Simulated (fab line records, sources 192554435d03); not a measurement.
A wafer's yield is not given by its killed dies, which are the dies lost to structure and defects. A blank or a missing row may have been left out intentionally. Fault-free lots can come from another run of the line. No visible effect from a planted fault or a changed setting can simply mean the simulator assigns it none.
fab line records	flow n5Finfet
[record] lots = 24	wafers = 72	lastDay = 17
route steps=1938 shown BEOL_M14@1736 BEOL_M15@1807
lots that met no fault: from a run of the same line without faults
startH: hours from the record's first day to the start of the lot's first wafer shown	waitH: hours from the lot's prior step to this one	" repeats the value in the row above	L1.1+2: several wafers, shown together as one row	- no value, or no start was given	* or withheld: withheld	< > ~ a bound
route shown NAME@n: a module of which the file shows steps, and the number in the route of the first	usual: the fault-free wafers' mean and standard deviation	same: alike in all rows	chamber/n: place in a boat	sites: readings site by site	_std_site: the values' standard deviation	_edge_site: outer sites' mean less inner sites'	radiusMm: for every site, how far away it sits from the centre of the wafer	mask NAME#n: copy n	behind: the last tool/chamber to shape the wafer	hold: reason for holding the lot/hours on hold/outcome of the hold	device: the transistor (n, p or np) that didn't switch	end of line: tests of these same wafers at the route's end	step lacking rows: just its recipe	killed: the dies lost at the first sort to structure and to defects; this is not the yield of the wafer	map: the dies of a wafer, with x for killed, . for not killed, _ for no die there
set.NAME: setting as actually run; set.NAME@STEP: the setting as run at that earlier step	model.NAME: the simulator's own value behind a step, which no gauge read
steps of the route over a sample of lots; a table a step, a row a wafer
services: a tool's chamber out of use, with start hour (startH, from the record's first day; less than 0 if before it), hours out, and reason
[[steps]]
[step N5_BEOL_M14_CD_MEAS_17]
[recipe] targetCdNm = 250	polarity = opening
[usual] cdNm = 251.4/2.2
lot.wafer	tool	chamber	startH	waitH	cdNm
L075.2	cdSem-03	-	252.27	0.0	251.3
L075.5	"	-	"	"	247.3
L075.6	"	-	"	"	253.0
L077.2	cdSem-01	-	253.68	0.0	256.2
L077.4	"	-	"	"	248.2
L077.6	"	-	"	"	256.9
L076.3	cdSem-02	-	256.37	0.0	251.1
L076.4	"	-	"	"	253.4
L076.6	"	-	"	"	254.3
L074.1	cdSem-03	-	265.72	0.0	249.1
L074.3	"	-	"	"	248.1
L074.5	"	-	"	"	251.7
L079.1	cdSem-02	-	270.84	0.0	252.2
L079.3	"	-	"	"	252.1
L079.5	"	-	"	"	249.7
L078.4	cdSem-02	-	273.89	0.0	250.3
L078.5	"	-	"	"	252.5
L078.6	"	-	"	"	249.1
L080.2	cdSem-01	-	277.58	0.0	249.3
L080.3	"	-	"	"	249.4
L080.6	"	-	"	"	248.6
L081.1	cdSem-03	-	280.84	0.0	251.2
L081.4	"	-	"	"	252.0
L081.5	"	-	"	"	247.4
L082.2	cdSem-03	-	288.66	0.0	249.0
L082.4	"	-	"	"	251.5
L082.5	"	-	"	"	253.2
L083.1	cdSem-03	-	304.08	0.0	251.2
L083.3	"	-	"	"	250.5
L083.4	"	-	"	"	251.7
L084.1	cdSem-03	-	306.53	0.0	252.0
L084.2	"	-	"	"	248.5
L084.4	"	-	"	"	251.7
L086.2	cdSem-03	-	318.39	0.0	252.8
L086.4	"	-	"	"	252.8
L086.5	"	-	"	"	252.6
L085.2	cdSem-02	-	318.86	0.0	251.3
L085.3	"	-	"	"	250.4
L085.6	"	-	"	"	252.5
L087.1	cdSem-01	-	326.13	0.0	248.3
L087.5	"	-	"	"	252.2
L087.6	"	-	"	"	249.8
L089.2	cdSem-01	-	331.47	0.0	250.9
L089.5	"	-	"	"	249.5
L089.6	"	-	"	"	247.2
L088.4	cdSem-01	-	333.62	0.0	252.7
L088.5	"	-	"	"	249.2
L088.6	"	-	"	"	251.3
L091.2	cdSem-01	-	337.49	0.0	255.1
L091.5	"	-	"	"	252.9
L091.6	"	-	"	"	250.4
L090.2	cdSem-01	-	349.70	0.0	252.1
L090.3	"	-	"	"	252.5
L090.5	"	-	"	"	251.6
L092.2	cdSem-03	-	350.44	0.0	250.3
L092.4	"	-	"	"	250.2
L092.5	"	-	"	"	251.7
L094.2	cdSem-03	-	356.10	0.0	249.2
L094.3	"	-	"	"	253.2
L094.5	"	-	"	"	249.4
L093.2	cdSem-02	-	362.77	0.0	252.4
L093.3	"	-	"	"	255.9
L093.6	"	-	"	"	252.3
L095.2	cdSem-03	-	364.63	0.0	252.0
L095.4	"	-	"	"	246.8
L095.5	"	-	"	"	248.3
L097.3	cdSem-03	-	381.55	0.0	251.5
L097.4	"	-	"	"	246.9
L097.6	"	-	"	"	250.7
L096.1	cdSem-03	-	381.58	0.0	252.4
L096.4	"	-	"	"	252.7
L096.6	"	-	"	"	253.6
[step N5_BEOL_M14_DEP_53]
[recipe] material = SiCN	targetThkA = 500	tempC = withheld	precursor = 3MS/NH3	pressureTorr = 3	rfW = 675	timeS = 17.8
[usual] showerheadPlenumPTorr = 4.172/0.024	throttleValvePct = 17.9/0.71
lot.wafer	tool	chamber	startH	waitH	showerheadPlenumPTorr	throttleValvePct
L075.2	pecvd-01	2	255.45	0.0	4.202	17.2
L075.5	"	2	"	"	4.187	17.3
L075.6	"	0	"	"	4.166	17.7
L077.2	pecvd-02	2	258.44	0.0	4.201	17.4
L077.4	"	2	"	"	4.204	17.6
L077.6	"	0	"	"	4.184	16.9
L076.3	pecvd-04	0	260.35	0.0	4.139	17.8
L076.4	"	0	"	"	4.155	17.8
L076.6	"	1	"	"	4.111	18.4
L074.1	pecvd-01	2	269.17	0.0	4.195	17.6
L074.3	"	0	"	"	4.169	18.1
L074.5	"	2	"	"	4.197	17.4
L079.1	pecvd-04	1	275.13	0.0	4.107	19.1
L079.3	"	0	"	"	4.144	18.2
L079.5	"	0	"	"	4.147	17.9
L078.4	pecvd-04	1	280.14	0.0	4.099	18.7
L078.5	"	2	"	"	4.143	20.0
L078.6	"	0	"	"	4.136	17.7
L080.2	pecvd-01	0	280.94	0.0	4.159	17.8
L080.3	"	2	"	"	4.180	17.3
L080.6	"	0	"	"	4.164	18.0
L081.1	pecvd-02	1	284.73	0.0	4.151	19.0
L081.4	"	2	"	"	4.194	17.7
L081.5	"	0	"	"	4.193	17.2
L082.2	pecvd-02	1	295.28	0.0	4.159	18.9
L082.4	"	1	"	"	4.158	19.3
L082.5	"	0	"	"	4.193	17.2
L084.1	pecvd-02	2	309.62	0.0	4.194	17.5
L084.2	"	0	"	"	4.201	17.3
L084.4	"	0	"	"	4.199	17.5
L083.1	pecvd-01	0	309.88	0.0	4.164	17.9
L083.3	"	1	"	"	4.161	17.6
L083.4	"	0	"	"	4.159	18.0
L086.2	pecvd-01	1	322.57	0.0	4.150	17.9
L086.4	"	2	"	"	4.180	17.4
L086.5	"	0	"	"	4.176	17.6
L085.2	pecvd-02	0	323.17	0.0	4.193	17.4
L085.3	"	1	"	"	4.162	19.2
L085.6	"	1	"	"	4.157	19.1
L087.1	pecvd-01	1	331.00	0.0	4.153	17.6
L087.5	"	0	"	"	4.157	18.3
L087.6	"	2	"	"	4.189	17.5
L089.2	pecvd-02	2	336.96	0.0	4.199	17.7
L089.5	"	2	"	"	4.202	17.9
L089.6	"	0	"	"	4.201	17.3
L088.4	pecvd-01	2	337.23	0.0	4.181	17.7
L088.5	"	1	"	"	4.161	17.4
L088.6	"	0	"	"	4.167	17.9
L091.2	pecvd-01	0	340.23	0.0	4.164	17.7
L091.5	"	2	"	"	4.189	17.4
L091.6	"	0	"	"	4.172	17.9
L090.2	pecvd-02	0	353.47	0.0	4.202	17.2
L090.3	"	2	"	"	4.188	17.7
L090.5	"	2	"	"	4.205	17.9
L092.2	pecvd-01	2	353.58	0.0	4.178	17.5
L092.4	"	1	"	"	4.148	17.7
L092.5	"	2	"	"	4.190	17.6
L094.2	pecvd-02	2	359.71	0.0	4.206	18.0
L094.3	"	0	"	"	4.189	17.2
L094.5	"	2	"	"	4.196	17.7
L093.2	pecvd-02	0	366.14	0.0	4.205	17.3
L093.3	"	0	"	"	4.191	17.4
L093.6	"	2	"	"	4.197	17.9
L095.2	pecvd-02	2	368.95	0.0	4.192	17.7
L095.4	"	2	"	"	4.192	18.0
L095.5	"	2	"	"	4.203	17.8
L097.3	pecvd-01	1	386.09	0.0	4.158	17.4
L097.4	"	1	"	"	4.157	17.4
L097.6	"	0	"	"	4.168	17.9
L096.1	pecvd-01	0	386.60	0.0	4.156	17.8
L096.4	"	0	"	"	4.166	18.3
L096.6	"	2	"	"	4.201	17.7
[step N5_BEOL_M15_DESCUM_33]
[recipe] chemistry = O2	timeS = 7.9	sourcePowerW = 50	biasPowerW = 20	pressureMtorr = 20	rfFrequencyHz = 2.712e+07	tempC = 40	o2FlowSccm = 225
[usual] drypumpMotorCurrentA = 6.0/0.55	oesProductAu = 0.77/0.066	rfVppV = 243.0/1.3	showerheadPlenumPTorr = 2.08/0.061	throttleValvePct = 20.40/0.26
lot.wafer	tool	chamber	startH	waitH	drypumpMotorCurrentA	oesProductAu	rfHoursCounterH	rfVppV	showerheadPlenumPTorr	throttleValvePct
L075.2	rieDiel-02	2	257.98	0.0	6.2	0.87	42	245.5	2.22	20.24
L075.5	"	1	"	"	5.4	0.73	-	242.4	2.05	20.14
L075.6	"	2	"	"	6.2	0.86	-	246.5	2.22	20.23
L077.2	rieDiel-01	0	260.92	0.1	5.1	0.86	62	243.1	2.05	20.16
L077.4	"	1	"	"	6.3	0.85	67	243.3	2.12	20.63
L077.6	"	3	"	"	6.3	0.70	-	243.3	2.09	20.32
L076.3	rieDiel-02	3	262.84	0.0	6.0	0.68	204	242.2	2.09	21.02
L076.4	"	0	"	"	5.6	0.88	23	245.0	2.13	20.40
L076.6	"	3	"	"	6.0	0.68	-	242.6	2.09	20.98
L074.1	rieDiel-01	0	271.53	0.0	5.1	0.86	66	242.6	2.05	20.18
L074.3	"	2	"	"	6.8	0.77	149	241.4	2.01	20.06
L074.5	"	0	"	"	5.1	0.86	-	243.5	2.05	20.18
L079.1	rieDiel-04	2	278.64	0.5	5.7	0.72	197	241.7	2.01	20.42
L079.3	"	1	"	"	5.0	0.82	62	243.8	2.15	20.64
L079.5	"	0	"	"	6.1	0.71	-	244.2	2.15	20.48
L078.4	rieDiel-01	2	283.99	1.4	6.8	0.76	154	241.5	2.01	20.06
L078.5	"	0	"	"	5.1	0.84	-	242.6	2.04	20.18
L078.6	"	1	"	"	6.4	0.84	-	242.9	2.12	20.62
L080.2	rieDiel-01	2	286.44	2.1	6.8	0.76	155	241.4	2.01	20.08
L080.3	"	3	"	"	6.3	0.71	214	243.6	2.08	20.33
L080.6	"	3	"	"	6.3	0.71	-	242.4	2.08	20.35
L081.1	rieDiel-02	1	288.48	0.3	5.4	0.73	191	243.7	2.05	20.12
L081.4	"	2	"	"	6.2	0.85	48	244.3	2.21	20.25
L081.5	"	1	"	"	5.4	0.74	-	242.9	2.05	20.16
L082.2	rieDiel-02	2	297.79	0.0	6.2	0.85	51	244.3	2.21	20.26
L082.4	"	0	"	"	5.6	0.89	26	243.6	2.13	20.40
L082.5	"	0	"	"	5.6	0.88	-	243.8	2.13	20.39
L084.1	rieDiel-01	0	312.39	0.4	5.1	0.83	79	243.1	2.04	20.19
L084.2	"	2	"	"	6.8	0.75	163	241.6	2.01	20.07
L084.4	"	1	"	"	6.4	0.81	86	244.4	2.11	20.64
L083.1	rieDiel-04	2	312.62	0.0	5.7	0.71	207	240.4	2.00	20.43
L083.3	"	0	"	"	6.1	0.69	213	243.1	2.14	20.52
L083.4	"	2	"	"	5.7	0.71	-	243.4	2.00	20.43
L086.2	rieDiel-02	1	325.24	0.1	5.4	0.73	203	241.6	2.04	20.15
L086.4	"	0	"	"	5.6	0.88	36	244.2	2.12	20.39
L086.5	"	1	"	"	5.4	0.72	-	242.2	2.04	20.17
L085.2	rieDiel-04	3	326.31	0.0	6.7	0.77	182	242.7	2.01	20.33
L085.3	"	1	"	"	5.0	0.81	78	243.8	2.15	20.67
L085.6	"	2	"	"	5.7	0.72	-	242.0	2.00	20.46
L087.1	rieDiel-01	2	333.45	0.0	6.8	0.75	169	240.4	2.01	20.09
L087.5	"	3	"	"	6.3	0.70	-	243.3	2.08	20.35
L087.6	"	2	"	"	6.8	0.75	-	241.1	2.01	20.08
L089.2	rieDiel-04	0	339.35	0.0	6.1	0.70	223	244.8	2.14	20.51
L089.5	"	1	"	"	5.0	0.80	-	244.3	2.15	20.70
L089.6	"	3	"	"	6.7	0.76	-	241.6	2.01	20.34
L088.4	rieDiel-01	1	339.65	0.0	6.3	0.81	94	242.4	2.11	20.65
L088.5	"	1	"	"	6.4	0.81	-	242.9	2.11	20.66
L088.6	"	0	"	"	5.1	0.82	-	242.3	2.04	20.20
L091.2	rieDiel-01	3	342.94	0.2	6.3	0.69	230	242.6	2.08	20.34
L091.5	"	1	"	"	6.3	0.82	-	244.2	2.11	20.66
L091.6	"	0	"	"	5.1	0.84	-	242.6	2.04	20.20
L090.2	rieDiel-04	0	355.70	0.0	6.1	0.69	229	244.1	2.14	20.54
L090.3	"	2	"	"	5.8	0.71	219	241.8	2.00	20.45
L090.5	"	2	"	"	5.7	0.71	-	242.1	2.00	20.45
L092.2	rieDiel-02	1	355.96	0.0	5.4	0.72	213	242.9	2.04	20.17
L092.4	"	0	"	"	5.6	0.84	46	243.3	2.12	20.41
L092.5	"	2	"	"	6.2	0.82	-	244.3	2.21	20.28
L094.2	rieDiel-02	3	361.95	0.0	6.0	0.66	230	243.1	2.08	21.03
L094.3	"	1	"	"	5.4	0.71	215	242.3	2.04	20.18
L094.5	"	3	"	"	6.0	0.66	-	241.8	2.08	21.05
L093.2	rieDiel-01	0	368.64	0.0	5.1	0.82	96	242.3	2.04	20.22
L093.3	"	1	"	"	6.4	0.80	102	242.5	2.11	20.67
L093.6	"	3	"	"	6.3	0.69	-	243.7	2.08	20.36
L095.2	rieDiel-01	1	371.36	0.0	6.4	0.81	102	243.3	2.11	20.69
L095.4	"	0	"	"	5.1	0.81	96	242.0	2.03	20.21
L095.5	"	0	"	"	5.1	0.82	-	242.2	2.04	20.23
L097.3	rieDiel-02	3	388.55	0.1	6.0	0.65	240	243.4	2.08	21.06
L097.4	"	1	"	"	5.3	0.72	225	243.6	2.04	20.20
L097.6	"	1	"	"	5.3	0.71	-	243.0	2.04	20.20
L096.1	rieDiel-02	1	389.78	0.0	5.3	0.71	226	244.3	2.04	20.20
L096.4	"	2	"	"	6.2	0.81	82	245.2	2.20	20.30
L096.6	"	0	"	"	5.6	0.83	-	245.4	2.12	20.43
[step N5_BEOL_M15_STRIP_62]
[recipe] chemistry = O2	powerW = 600	tempC = 60	pressureMtorr = 30	rfFrequencyHz = 6e+07	biasPowerW = 0	overashFraction = 0.3	o2FlowSccm = 225
[usual] drypumpMotorCurrentA = 6.0/0.6	oesProductAu = 0.76/0.057	rfVppV = 3.7/0.47	showerheadPlenumPTorr = 2.07/0.06	throttleValvePct = 16.65/0.19
lot.wafer	tool	chamber	startH	waitH	drypumpMotorCurrentA	oesProductAu	rfHoursCounterH	rfVppV	showerheadPlenumPTorr	throttleValvePct
L075.2	rieDiel-04	3	-	-	6.6	0.78	156	3.1	2.02	16.54
L075.5	"	1	"	"	5.0	0.83	-	3.2	2.16	16.80
L075.6	"	2	"	"	5.7	0.73	-	4.1	2.01	16.66
L077.2	rieDiel-02	0	-	-	5.6	0.90	22	4.0	2.13	16.56
L077.4	"	1	"	"	5.3	0.73	187	4.4	2.05	16.50
L077.6	"	3	"	"	6.0	0.68	-	3.5	2.10	17.18
L076.3	rieDiel-04	2	-	-	5.7	0.72	193	3.2	2.01	16.67
L076.4	"	1	"	"	5.0	0.83	57	4.2	2.16	16.80
L076.6	"	0	"	"	6.1	0.71	-	3.0	2.15	16.75
L074.1	rieDiel-04	2	-	-	5.7	0.72	195	3.7	2.01	16.67
L074.3	"	0	"	"	6.1	0.71	201	3.8	2.15	16.75
L074.5	"	3	"	"	6.6	0.78	-	2.7	2.02	16.54
L079.1	rieDiel-01	3	-	-	6.2	0.71	210	3.5	2.09	16.58
L079.3	"	0	"	"	5.1	0.85	69	3.8	2.05	16.41
L079.5	"	0	"	"	5.1	0.85	-	2.6	2.05	16.43
L078.4	rieDiel-01	2	-	-	6.8	0.77	155	5.0	2.02	16.39
L078.5	"	0	"	"	5.1	0.84	-	4.0	2.05	16.42
L078.6	"	1	"	"	6.4	0.84	-	3.1	2.12	16.79
L080.2	rieDiel-04	2	-	-	5.6	0.72	202	4.2	2.01	16.69
L080.3	"	1	"	"	5.0	0.82	66	3.8	2.16	16.80
L080.6	"	1	"	"	5.0	0.82	-	4.3	2.16	16.81
L081.1	rieDiel-01	1	-	-	6.4	0.84	79	4.2	2.12	16.79
L081.4	"	0	"	"	5.1	0.84	73	3.4	2.05	16.42
L081.5	"	2	"	"	6.8	0.76	-	3.4	2.01	16.38
L082.2	rieDiel-01	1	-	-	6.4	0.83	81	3.3	2.12	16.81
L082.4	"	3	"	"	6.2	0.70	216	3.8	2.09	16.59
L082.5	"	2	"	"	6.8	0.77	-	3.4	2.01	16.37
L083.1	rieDiel-01	0	-	-	5.1	0.84	80	3.5	2.04	16.43
L083.3	"	1	"	"	6.3	0.82	86	3.6	2.12	16.82
L083.4	"	3	"	"	6.3	0.70	221	3.8	2.09	16.61
L084.1	rieDiel-04	0	-	-	6.1	0.70	214	4.2	2.15	16.78
L084.2	"	3	"	"	6.7	0.77	177	3.6	2.01	16.56
L084.4	"	3	"	"	6.7	0.77	-	3.2	2.01	16.57
L086.2	rieDiel-04	3	-	-	6.6	0.76	181	3.4	2.01	16.59
L086.4	"	0	"	"	6.1	0.70	217	4.2	2.15	16.76
L086.5	"	0	"	"	6.1	0.70	-	3.8	2.15	16.77
L085.2	rieDiel-01	0	-	-	5.1	0.82	84	4.5	2.04	16.44
L085.3	"	2	"	"	6.8	0.75	167	3.7	2.01	16.40
L085.6	"	2	"	"	6.8	0.76	-	3.2	2.01	16.40
L087.1	rieDiel-02	3	-	-	6.0	0.66	223	4.1	2.09	17.21
L087.5	"	0	"	"	5.6	0.86	-	4.3	2.13	16.61
L087.6	"	3	"	"	6.0	0.66	-	3.9	2.09	17.20
L089.2	rieDiel-01	0	-	-	5.1	0.83	88	4.0	2.04	16.45
L089.5	"	3	"	"	6.3	0.69	-	3.4	2.08	16.61
L089.6	"	2	"	"	6.8	0.74	-	3.5	2.01	16.39
L088.4	rieDiel-01	0	-	-	5.1	0.84	88	4.1	2.04	16.47
L088.5	"	0	"	"	5.1	0.83	-	3.6	2.04	16.45
L088.6	"	1	"	"	6.3	0.82	-	3.7	2.11	16.83
L091.2	rieDiel-04	1	-	-	5.0	0.80	86	3.7	2.15	16.84
L091.5	"	0	"	"	6.1	0.69	-	3.5	2.14	16.80
L091.6	"	3	"	"	6.6	0.76	-	3.4	2.01	16.60
L090.2	rieDiel-04	0	-	-	6.0	0.69	229	3.3	2.14	16.78
L090.3	"	2	"	"	5.7	0.71	219	3.9	2.00	16.72
L090.5	"	0	"	"	6.0	0.69	-	3.0	2.14	16.80
L092.2	rieDiel-01	3	-	-	6.3	0.69	234	4.4	2.08	16.62
L092.4	"	0	"	"	5.1	0.82	92	3.5	2.04	16.46
L092.5	"	2	"	"	6.8	0.74	-	4.0	2.01	16.40
L094.2	rieDiel-04	3	-	-	6.7	0.75	194	4.3	2.01	16.60
L094.3	"	1	"	"	5.0	0.78	90	3.9	2.15	16.85
L094.5	"	3	"	"	6.7	0.75	-	4.1	2.01	16.59
L093.2	rieDiel-02	3	-	-	6.0	0.66	235	4.3	2.09	17.22
L093.3	"	2	"	"	6.2	0.82	76	2.9	2.21	16.50
L093.6	"	3	"	"	6.0	0.66	-	3.5	2.09	17.23
L095.2	rieDiel-01	1	-	-	6.4	0.80	103	4.1	2.11	16.86
L095.4	"	0	"	"	5.1	0.82	96	3.5	2.04	16.44
L095.5	"	1	"	"	6.3	0.81	-	3.5	2.11	16.86
L097.3	rieDiel-01	1	-	-	6.3	0.80	106	3.2	2.11	16.85
L097.4	"	0	"	"	5.1	0.81	100	3.8	2.04	16.47
L097.6	"	2	"	"	6.8	0.74	-	3.0	2.00	16.43
L096.1	rieDiel-04	1	-	-	5.0	0.78	98	3.1	2.15	16.85
L096.4	"	2	"	"	5.7	0.70	227	3.6	2.00	16.72
L096.6	"	2	"	"	5.7	0.70	-	3.1	2.00	16.72
[step N5_BEOL_M15_SPUTTER_45]
[recipe] material = Cu	targetThkA = 1000	tempC = -20	biasV = 60	powerW = 26000	chamberPressurePa = 0.13	timeS = 16.67
[usual] throttleValvePct = 29.5/0.94
lot.wafer	tool	chamber	startH	waitH	throttleValvePct
L075.2	pvdSputter-01	-	259.80	0.0	29.6
L075.5	"	-	"	"	29.8
L075.6	"	-	"	"	29.7
L077.2	pvdSputter-03	-	262.46	0.0	29.0
L077.4	"	-	"	"	30.1
L077.6	"	-	"	"	29.6
L076.3	pvdSputter-03	-	266.56	0.0	29.9
L076.4	"	-	"	"	29.0
L076.6	"	-	"	"	29.0
L074.1	pvdSputter-01	-	273.57	0.0	29.7
L074.3	"	-	"	"	30.1
L074.5	"	-	"	"	29.7
L079.1	pvdSputter-03	-	279.56	0.0	30.4
L079.3	"	-	"	"	28.8
L079.5	"	-	"	"	28.6
L078.4	pvdSputter-01	-	286.62	0.0	29.9
L078.5	"	-	"	"	27.3
L078.6	"	-	"	"	29.8
L080.2	pvdSputter-03	-	287.40	0.0	29.8
L080.3	"	-	"	"	30.5
L080.6	"	-	"	"	28.7
L081.1	pvdSputter-01	-	289.50	0.0	29.8
L081.4	"	-	"	"	27.5
L081.5	"	-	"	"	27.5
L082.2	pvdSputter-03	-	298.69	0.0	30.2
L082.4	"	-	"	"	29.1
L082.5	"	-	"	"	29.6
L083.1	pvdSputter-01	-	314.95	0.0	29.6
L083.3	"	-	"	"	29.2
L083.4	"	-	"	"	27.6
L084.1	pvdSputter-01	-	315.39	0.0	29.6
L084.2	"	-	"	"	29.3
L084.4	"	-	"	"	29.6
L086.2	pvdSputter-02	-	326.35	0.0	30.8
L086.4	"	-	"	"	30.9
L086.5	"	-	"	"	29.6
L085.2	pvdSputter-02	-	328.89	0.0	30.7
L085.3	"	-	"	"	29.4
L085.6	"	-	"	"	30.5
L087.1	pvdSputter-01	-	335.89	0.0	29.5
L087.5	"	-	"	"	29.4
L087.6	"	-	"	"	29.6
L089.2	pvdSputter-02	-	342.27	0.0	30.7
L089.5	"	-	"	"	30.5
L089.6	"	-	"	"	29.5
L088.4	pvdSputter-03	-	342.30	0.0	30.5
L088.5	"	-	"	"	29.0
L088.6	"	-	"	"	30.2
L091.2	pvdSputter-01	-	349.27	0.0	30.1
L091.5	"	-	"	"	29.7
L091.6	"	-	"	"	27.3
L090.2	pvdSputter-01	-	356.61	0.0	27.6
L090.3	"	-	"	"	29.9
L090.5	"	-	"	"	29.4
L092.2	pvdSputter-01	-	358.81	0.0	29.2
L092.4	"	-	"	"	29.9
L092.5	"	-	"	"	27.6
L094.2	pvdSputter-01	-	362.89	0.0	27.6
L094.3	"	-	"	"	29.6
L094.5	"	-	"	"	29.8
L093.2	pvdSputter-03	-	372.97	0.0	29.9
L093.3	"	-	"	"	30.8
L093.6	"	-	"	"	30.0
L095.2	pvdSputter-01	-	373.32	0.0	29.8
L095.4	"	-	"	"	29.1
L095.5	"	-	"	"	30.0
L097.3	pvdSputter-02	-	391.08	0.0	30.7
L097.4	"	-	"	"	29.3
L097.6	"	-	"	"	30.8
L096.1	pvdSputter-02	-	391.52	0.0	28.6
L096.4	"	-	"	"	30.8
L096.6	"	-	"	"	29.6
[step N5_BEOL_M15_DEP_53]
[recipe] material = SiCN	targetThkA = 500	tempC = withheld	precursor = 3MS/NH3	pressureTorr = 3	rfW = 675	timeS = 17.8
[usual] showerheadPlenumPTorr = 4.160/0.029	throttleValvePct = 18.4/1.2
lot.wafer	tool	chamber	startH	waitH	showerheadPlenumPTorr	throttleValvePct
L075.2	pecvd-04	2	260.83	0.0	4.149	19.9
L075.5	"	0	"	"	4.141	18.0
L075.6	"	1	"	"	4.112	18.7
L077.2	pecvd-04	0	264.16	0.0	4.131	18.1
L077.4	"	0	"	"	4.145	17.8
L077.6	"	1	"	"	4.098	18.8
L076.3	pecvd-03	1	267.57	0.0	4.162	18.9
L076.4	"	0	"	"	4.187	18.4
L076.6	"	2	"	"	4.167	15.7
L074.1	pecvd-03	1	274.58	0.0	4.168	19.0
L074.3	"	2	"	"	4.164	15.8
L074.5	"	1	"	"	4.169	18.7
L079.1	pecvd-04	1	280.67	0.0	4.103	18.9
L079.3	"	2	"	"	4.149	20.1
L079.5	"	2	"	"	4.136	19.7
L078.4	pecvd-03	2	287.79	0.0	4.178	16.1
L078.5	"	1	"	"	4.172	18.8
L078.6	"	0	"	"	4.186	18.8
L080.2	pecvd-02	1	288.41	0.0	4.158	18.8
L080.3	"	2	"	"	4.209	17.6
L080.6	"	0	"	"	4.202	17.1
L081.1	pecvd-04	1	290.51	0.0	4.108	18.9
L081.4	"	2	"	"	4.139	19.7
L081.5	"	1	"	"	4.105	18.8
L082.2	pecvd-04	2	299.70	0.0	4.139	20.1
L082.4	"	2	"	"	4.157	20.3
L082.5	"	1	"	"	4.091	19.1
L083.1	pecvd-04	2	315.96	0.0	4.147	20.6
L083.3	"	1	"	"	4.105	18.8
L083.4	"	0	"	"	4.149	17.8
L084.1	pecvd-02	2	316.59	0.0	4.207	17.4
L084.2	"	1	"	"	4.166	19.0
L084.4	"	1	"	"	4.155	19.1
L086.2	pecvd-04	2	327.36	0.0	4.147	20.4
L086.4	"	0	"	"	4.146	18.0
L086.5	"	2	"	"	4.153	20.4
L085.2	pecvd-03	0	329.90	0.0	4.185	19.0
L085.3	"	1	"	"	4.178	18.7
L085.6	"	0	"	"	4.186	18.9
L087.1	pecvd-03	0	336.91	0.0	4.191	19.1
L087.5	"	2	"	"	4.165	16.1
L087.6	"	1	"	"	4.173	18.6
L089.2	pecvd-04	1	343.28	0.0	4.110	19.0
L089.5	"	2	"	"	4.140	20.4
L089.6	"	1	"	"	4.103	18.6
L088.4	pecvd-03	2	343.53	0.0	4.179	16.2
L088.5	"	1	"	"	4.176	18.7
L088.6	"	0	"	"	4.189	19.0
L091.2	pecvd-03	1	350.42	0.0	4.174	18.9
L091.5	"	1	"	"	4.168	18.7
L091.6	"	0	"	"	4.186	19.2
L090.2	pecvd-04	2	357.62	0.0	4.160	20.6
L090.3	"	1	"	"	4.109	19.1
L090.5	"	0	"	"	4.143	17.7
L092.2	pecvd-02	2	359.82	0.0	4.197	17.7
L092.4	"	2	"	"	4.204	18.0
L092.5	"	1	"	"	4.158	18.6
L094.2	pecvd-02	2	363.93	0.0	4.194	18.0
L094.3	"	2	"	"	4.203	18.0
L094.5	"	0	"	"	4.200	17.2
L093.2	pecvd-02	2	373.99	0.0	4.201	17.9
L093.3	"	0	"	"	4.195	17.3
L093.6	"	0	"	"	4.205	17.6
L095.2	pecvd-03	1	374.42	0.0	4.173	18.9
L095.4	"	0	"	"	4.182	19.0
L095.5	"	1	"	"	4.173	18.9
L097.3	pecvd-03	2	392.10	0.0	4.171	16.2
L097.4	"	2	"	"	4.166	15.9
L097.6	"	0	"	"	4.189	19.2
L096.1	pecvd-04	0	392.76	0.0	4.150	17.8
L096.4	"	2	"	"	4.141	20.4
L096.6	"	0	"	"	4.149	17.8
[[services]]
tool	chamber	startH	hours	kind
pecvd-03	2	233.29	-	clean
pecvd-03	2	233.29	-	consumableReplace:showerhead
pecvd-04	0	247.73	2.1	scheduledDown
pecvd-02	2	262.76	15.1	repair
rieDiel-02	0	264.59	16.2	repair
pecvd-02	-	268.90	14.6	pm
rieDiel-02	-	271.50	14.6	pm
pecvd-04	1	292.16	6.6	repair
pecvd-03	-	300.66	0.8	pm
pvdSputter-02	-	303.66	4.3	repair
rieDiel-04	1	310.45	4.1	repair
pecvd-04	-	320.93	1.3	repair
pvdSputter-03	-	332.51	3.0	repair
pecvd-02	1	333.32	4.9	repair
pvdSputter-02	-	342.91	6.3	repair
pecvd-04	1	345.74	5.5	scheduledDown
pecvd-02	1	360.59	10.1	repair
rieDiel-04	0	360.64	2.0	repair
rieDiel-02	0	361.79	5.2	repair
pecvd-01	1	369.82	2.1	scheduledDown
rieDiel-04	-	377.92	2.8	pm
pecvd-04	1	383.62	-	clean
pecvd-04	1	383.62	-	consumableReplace:showerhead
pvdSputter-03	-	385.71	1.1	repair
[[key]]
fault none
